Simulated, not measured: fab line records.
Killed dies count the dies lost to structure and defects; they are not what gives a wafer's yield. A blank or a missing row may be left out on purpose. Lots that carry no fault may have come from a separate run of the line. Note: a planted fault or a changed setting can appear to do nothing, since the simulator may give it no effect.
fab line records	flow n5Finfet	part 2 of 2: steps 5 to 6 of 6
[record] lots = 22	wafers = 66	lastDay = 17
route steps=1938 shown BEOL_M0_SAQP@662 BEOL_M0@735 BEOL_M1@753
lots that met no fault: taken from a fault-free run of the same line
startH: start of the lot's first displayed wafer, in hours after the record's first day	waitH: hours from the lot's prior step to this one	" identical to the entry in the row above	L1.1+2: one row covering several wafers at once	- no value, or no start was given	* or withheld: withheld	< > ~ a bound
route shown NAME@n: names a module that has steps shown in the file, with the first one's number in the route	usual: mean/standard deviation of fault-free wafers	same: alike in all rows	chamber/n: place in a boat	sites: the reading at each site	_std_site: their standard deviation	_edge_site: the outer-site mean with the inner-site mean subtracted	radiusMm: for every site, how far away it sits from the centre of the wafer	mask NAME#n: copy n	behind: the most recent tool/chamber to have shaped the wafer	hold: why the lot went on hold/how many hours it stayed there/how the hold came to an end	device: whichever transistor did not switch (one of n, p or np)	end of line: tests of these same wafers at the route's end	a step given without rows: its recipe and nothing more	killed: dies that structure and defects cost at the first sort, which is not the same as the wafer's yield	map: the dies of a wafer, with x for killed, . for not killed, _ for no die there
set.NAME: the setting the step ran with; set.NAME@STEP: the setting that earlier step ran with	model.NAME: the simulator's own value behind a step, which no gauge read
one table for each step of the route and one row for each wafer, over a sample of lots
services: when a tool's chamber went out of use (startH, in hours from the record's first day, below 0 if earlier), for how many hours, and the reason
[[steps]]
[step N5_BEOL_M1_PECVD_72]
[recipe] material = SiO2	targetThkA = 160	tempC = 400	precursor = TEOS/O2	pressureTorr = 5.5	rfW = 450	teosFlowSccm = 53.8	gas = O2	flowSccm = 3000	timeS = 18
[usual] heaterPowerW = 671/71	rfFwdPowerW = 444.7/2.1	showerheadPlenumPTorr = 8.78/0.065	throttleValvePct = 22.4/1.1
lot.wafer	tool	chamber	startH	waitH	heaterPowerW	rfFwdPowerW	showerheadPlenumPTorr	throttleValvePct
L076.3	pecvd-04	0	129.56	0.0	711	446.9	8.70	24.0
L076.5	"	1	"	"	695	443.6	8.84	23.2
L076.6	"	2	"	"	680	440.9	8.72	21.0
L074.2	pecvd-01	2	129.98	0.0	605	443.9	8.75	21.5
L074.4	"	1	"	"	661	444.4	8.85	22.3
L074.5	"	2	"	"	633	444.7	8.72	21.5
L078.2	pecvd-03	0	146.53	0.0	651	447.1	8.72	25.0
L078.3	"	1	"	"	697	446.4	8.70	22.3
L078.4	"	2	"	"	784	443.4	8.87	21.5
L079.2	pecvd-03	2	149.63	0.0	668	441.3	8.88	21.4
L079.3	"	0	"	"	692	445.7	8.70	24.9
L079.6	"	1	"	"	637	447.6	8.71	22.7
L080.3	pecvd-03	1	156.39	0.0	653	444.1	8.70	22.4
L080.4	"	1	"	"	659	446.4	8.71	22.4
L080.6	"	0	"	"	709	448.4	8.71	24.7
L081.3	pecvd-04	0	163.88	0.0	734	445.8	8.72	24.1
L081.4	"	1	"	"	771	443.8	8.86	23.7
L081.6	"	0	"	"	728	446.3	8.74	24.1
L082.1	pecvd-01	2	165.23	0.0	507	445.0	8.74	21.7
L082.2	"	0	"	"	721	444.0	8.80	21.6
L082.3	"	1	"	"	672	445.2	8.84	22.4
L083.2	pecvd-04	2	168.59	0.0	714	441.3	8.71	21.5
L083.5	"	0	"	"	765	445.8	8.74	24.1
L083.6	"	1	"	"	757	443.1	8.85	23.5
L084.2	pecvd-01	1	178.46	0.0	581	445.4	8.85	22.2
L084.3	"	2	"	"	610	444.3	8.75	22.0
L084.4	"	2	"	"	604	444.9	8.75	21.8
L085.1	pecvd-03	0	189.10	0.0	782	446.2	8.69	24.7
L085.4	"	1	"	"	633	442.6	8.73	22.3
L085.5	"	0	"	"	787	446.4	8.71	24.8
L086.1	pecvd-01	1	200.63	0.0	647	445.4	8.85	22.2
L086.2	"	2	"	"	530	445.0	8.72	21.9
L086.6	"	1	"	"	645	443.7	8.85	22.3
L088.2	pecvd-03	2	209.00	0.0	764	441.3	8.86	21.7
L088.5	"	2	"	"	758	442.6	8.88	21.6
L088.6	"	0	"	"	717	446.8	8.72	24.9
L087.1	pecvd-01	1	212.22	0.0	594	445.4	8.82	22.1
L087.2	"	0	"	"	618	444.7	8.82	21.3
L087.4	"	0	"	"	624	444.2	8.84	21.2
L089.1	pecvd-01	0	216.64	0.0	711	445.1	8.83	21.5
L089.4	"	1	"	"	594	446.4	8.83	22.0
L089.6	"	0	"	"	707	443.8	8.81	21.4
L090.1	pecvd-03	1	222.47	0.0	678	446.5	8.73	22.4
L090.3	"	2	"	"	675	442.5	8.85	21.7
L090.5	"	2	"	"	683	440.4	8.89	21.8
L091.2	pecvd-01	1	223.65	0.0	706	448.9	8.83	22.1
L091.4	"	1	"	"	697	448.5	8.84	22.2
L091.6	"	2	"	"	522	445.6	8.75	21.9
L092.2	pecvd-01	2	236.14	0.0	622	442.9	8.76	21.8
L092.4	"	0	"	"	727	444.5	8.81	21.3
L092.6	"	2	"	"	634	443.7	8.74	21.7
L094.1	pecvd-01	0	238.10	0.0	684	445.3	8.82	21.5
L094.5	"	2	"	"	544	443.2	8.76	21.8
L094.6	"	0	"	"	690	444.3	8.83	21.4
L093.2	pecvd-01	1	238.33	0.0	598	444.2	8.82	22.6
L093.3	"	0	"	"	714	444.5	8.81	21.4
L093.5	"	2	"	"	610	446.1	8.73	21.9
L095.1	pecvd-03	2	244.15	0.0	721	443.2	8.86	21.8
L095.2	"	1	"	"	642	445.1	8.70	22.5
L095.5	"	1	"	"	626	447.0	8.71	22.8
L096.2	pecvd-03	2	256.87	0.0	769	445.6	8.90	21.7
L096.4	"	2	"	"	778	447.0	8.87	21.9
L096.6	"	1	"	"	692	443.6	8.71	22.5
L097.3	pecvd-04	1	260.59	0.0	725	444.9	8.84	23.3
L097.5	"	2	"	"	754	439.8	8.74	21.5
L097.6	"	0	"	"	754	444.1	8.72	24.0
[step N5_BEOL_M1_ETCH_74]
[recipe] chemistry = N2/H2	target = underlayer	targetDepthA = 65	maskMaterial = CAR-EUV	timeS = 5.2	ionEnergyEv = 200	pressureMtorr = 30	sourceW = 840	biasW = 150	n2FlowSccm = 200	h2FlowSccm = 200	ends = cleared
[usual] drypumpMotorCurrentA = 5.9/0.46	etchRfOnTimeS = 5.31/0.19	h2FlowSccm = 200.0/0.61	oesProductAu = 0.68/0.087	rfFwdPowerW = 818.8/2.5	rfVppV = 524.0/2.4	showerheadPlenumPTorr = 2.55/0.073	throttleValvePct = 17.8/0.33
lot.wafer	tool	chamber	startH	waitH	drypumpMotorCurrentA	etchRfOnTimeS	h2FlowSccm	oesProductAu	rfFwdPowerW	rfHoursCounterH	rfVppV	showerheadPlenumPTorr	throttleValvePct
L076.3	rieDiel-03	3	130.99	0.0	5.7	5.61	199.2	0.57	818.2	198	524.3	2.63	18.1
L076.5	"	2	"	"	6.6	5.50	201.0	0.56	814.1	-	527.7	2.58	17.8
L076.6	"	3	"	"	5.7	5.61	200.7	0.58	819.8	-	526.8	2.63	18.1
L074.2	rieDiel-02	1	131.21	0.0	6.6	5.30	198.9	0.70	821.6	77	525.3	2.57	17.6
L074.4	"	3	"	"	5.2	5.18	199.8	0.74	817.3	35	522.9	2.48	17.5
L074.5	"	0	"	"	6.3	5.39	200.2	0.58	819.2	-	524.6	2.60	17.5
L078.2	rieDiel-02	2	147.52	0.0	6.1	5.41	199.7	0.59	818.2	242	523.4	2.54	18.6
L078.3	"	3	"	"	5.3	5.21	198.6	0.74	818.2	39	522.9	2.48	17.5
L078.4	"	1	"	"	6.7	5.36	199.5	0.69	821.7	81	525.9	2.57	17.6
L079.2	rieDiel-03	0	151.88	0.0	6.2	5.13	200.3	0.59	819.8	249	522.7	2.51	17.9
L079.3	"	3	"	"	5.7	5.57	200.2	0.57	817.7	204	528.0	2.63	18.1
L079.6	"	3	"	"	5.7	5.51	199.9	0.58	820.4	-	525.4	2.63	18.1
L080.3	rieDiel-03	2	158.83	0.0	6.6	5.29	199.2	0.84	818.5	2	526.1	2.58	17.3
L080.4	"	2	"	"	6.6	5.33	199.8	0.83	823.1	-	525.1	2.58	17.3
L080.6	"	3	"	"	5.7	5.50	199.9	0.58	819.1	-	526.4	2.63	18.1
L081.3	rieDiel-06	2	165.27	0.0	5.3	5.67	200.3	0.63	815.5	157	523.0	2.55	18.3
L081.4	"	3	"	"	5.4	5.21	199.1	0.76	817.2	31	527.5	2.69	17.4
L081.6	"	1	"	"	5.5	4.99	199.7	0.84	824.2	-	522.3	2.51	17.7
L082.1	rieDiel-02	2	166.61	0.0	6.1	5.43	200.9	0.59	820.8	248	523.2	2.53	18.6
L082.2	"	1	"	"	6.6	5.32	199.3	0.68	820.1	87	524.2	2.57	17.6
L082.3	"	0	"	"	6.3	5.31	199.3	0.59	819.1	207	527.3	2.60	17.5
L083.2	rieDiel-03	3	170.59	0.0	5.7	5.58	198.3	0.57	821.1	213	525.9	2.62	18.1
L083.5	"	1	"	"	5.7	5.20	200.4	0.63	822.2	-	520.2	2.40	17.8
L083.6	"	3	"	"	5.7	5.62	198.5	0.57	815.9	-	525.5	2.62	18.1
L084.2	rieDiel-06	3	179.41	0.0	5.4	5.20	200.1	0.75	821.7	36	528.7	2.69	17.4
L084.3	"	0	"	"	6.1	5.10	200.3	0.70	814.6	80	525.5	2.59	18.0
L084.4	"	1	"	"	5.5	4.96	200.5	0.82	815.9	10	522.6	2.51	17.7
L085.1	rieDiel-02	0	190.99	0.0	6.3	5.38	200.4	0.58	825.7	216	525.9	2.60	17.5
L085.4	"	3	"	"	5.2	5.27	200.3	0.72	821.7	-	523.4	2.48	17.6
L085.5	"	0	"	"	6.3	5.39	199.8	0.57	821.3	-	527.2	2.60	17.5
L086.1	rieDiel-02	3	203.26	0.0	5.3	5.25	199.4	0.71	815.1	59	520.7	2.47	17.5
L086.2	"	2	"	"	6.1	5.23	200.2	0.82	816.0	2	521.8	2.53	18.1
L086.6	"	1	"	"	6.6	5.40	199.7	0.68	818.3	-	522.8	2.56	17.6
L088.2	rieDiel-03	2	210.60	0.0	6.6	5.32	201.7	0.76	818.2	21	526.0	2.57	17.3
L088.5	"	0	"	"	6.2	5.17	200.8	0.81	812.6	-	522.6	2.50	17.5
L088.6	"	3	"	"	5.7	5.58	199.8	0.56	821.9	-	525.1	2.62	18.1
L087.1	rieDiel-03	2	213.82	0.0	6.6	5.29	199.5	0.77	818.6	22	525.8	2.57	17.3
L087.2	"	3	"	"	5.7	5.55	200.4	0.56	820.2	227	525.7	2.62	18.1
L087.4	"	1	"	"	5.7	5.17	200.2	0.63	819.0	186	523.6	2.39	17.9
L089.1	rieDiel-03	0	218.15	0.0	6.2	5.23	200.2	0.81	818.3	14	521.7	2.50	17.5
L089.4	"	2	"	"	6.6	5.35	198.7	0.76	816.2	23	524.7	2.57	17.3
L089.6	"	3	"	"	5.7	5.61	199.6	0.56	817.0	-	525.9	2.62	18.1
L090.1	rieDiel-06	1	223.34	0.0	5.5	4.89	199.4	0.80	818.8	23	521.4	2.50	17.7
L090.3	"	2	"	"	5.4	5.60	200.2	0.62	817.0	175	522.8	2.55	18.3
L090.5	"	1	"	"	5.5	4.89	199.3	0.79	817.2	-	525.6	2.50	17.7
L091.2	rieDiel-03	0	225.92	0.0	6.2	5.16	200.2	0.80	821.4	16	522.2	2.50	17.5
L091.4	"	2	"	"	6.6	5.30	199.5	0.76	815.7	25	525.4	2.57	17.3
L091.6	"	0	"	"	6.2	5.17	199.2	0.80	818.9	-	524.9	2.50	17.5
L092.2	rieDiel-02	0	236.75	0.0	6.3	5.22	199.8	0.57	820.8	230	525.5	2.59	17.5
L092.4	"	2	"	"	6.2	5.21	199.8	0.79	813.9	13	523.2	2.53	18.1
L092.6	"	2	"	"	6.2	5.18	200.5	0.80	814.8	-	522.7	2.53	18.1
L094.1	rieDiel-06	2	240.71	0.0	5.4	5.77	201.0	0.60	818.6	179	521.0	2.54	18.3
L094.5	"	1	"	"	5.5	5.01	200.6	0.80	818.5	-	523.2	2.50	17.7
L094.6	"	0	"	"	6.0	5.15	201.0	0.69	823.4	-	523.3	2.58	18.1
L093.2	rieDiel-03	1	240.83	0.0	5.7	5.20	200.0	0.63	817.0	194	520.0	2.39	17.9
L093.3	"	0	"	"	6.2	5.25	200.3	0.80	818.0	20	523.1	2.50	17.5
L093.5	"	1	"	"	5.6	5.23	200.6	0.63	819.4	-	522.1	2.39	17.9
L095.1	rieDiel-03	2	245.05	0.0	6.6	5.41	200.1	0.74	818.3	31	524.8	2.57	17.3
L095.2	"	0	"	"	6.2	5.17	200.1	0.79	818.8	22	521.3	2.50	17.5
L095.5	"	2	"	"	6.6	5.35	200.5	0.75	819.1	-	524.6	2.57	17.4
L096.2	rieDiel-06	0	257.59	0.0	6.0	5.10	200.6	0.68	815.3	101	524.9	2.58	18.1
L096.4	"	3	"	"	5.4	5.34	199.6	0.72	820.7	58	527.4	2.68	17.5
L096.6	"	0	"	"	6.0	5.11	199.9	0.69	817.8	-	524.5	2.58	18.0
L097.3	rieDiel-02	0	261.19	0.0	6.3	5.39	201.1	0.57	818.1	236	527.4	2.59	17.5
L097.5	"	0	"	"	6.3	5.30	200.5	0.56	818.6	-	524.5	2.59	17.5
L097.6	"	1	"	"	6.7	5.34	199.8	0.65	821.1	-	522.8	2.55	17.6
[[services]]
tool	chamber	startH	hours	kind
rieDiel-03	3	88.50	7.6	repair
pecvd-01	-	97.37	1.8	repair
pecvd-04	-	102.10	2.8	pm
pvdSputter-01	-	113.29	2.6	repair
pvdSputter-01	-	116.88	4.3	repair
rieDiel-06	1	129.08	-	clean
rieDiel-06	1	129.08	-	consumableReplace:focusRing
rieDiel-06	1	129.08	22.8	scheduledDown
rieDiel-06	1	129.08	22.8	ventCycle
pecvd-01	-	139.80	3.4	repair
rieDiel-02	-	142.37	0.3	repair
rieDiel-02	2	172.46	-	clean
rieSi-02	-	172.83	2.8	pm
pecvd-04	0	180.42	6.5	repair
rieSi-04	0	181.61	7.6	repair
pecvd-01	-	203.80	6.0	pm
pecvd-04	-	204.84	5.5	pm
pecvd-03	-	224.03	1.4	repair
rieSi-02	2	224.06	2.3	repair
vaporEtch-01	0	255.05	3.5	repair
rieSi-04	-	256.97	0.2	repair
vaporEtch-01	-	257.45	0.1	repair
rieSi-02	2	258.94	10.2	repair
rieSi-05	2	261.05	7.7	repair
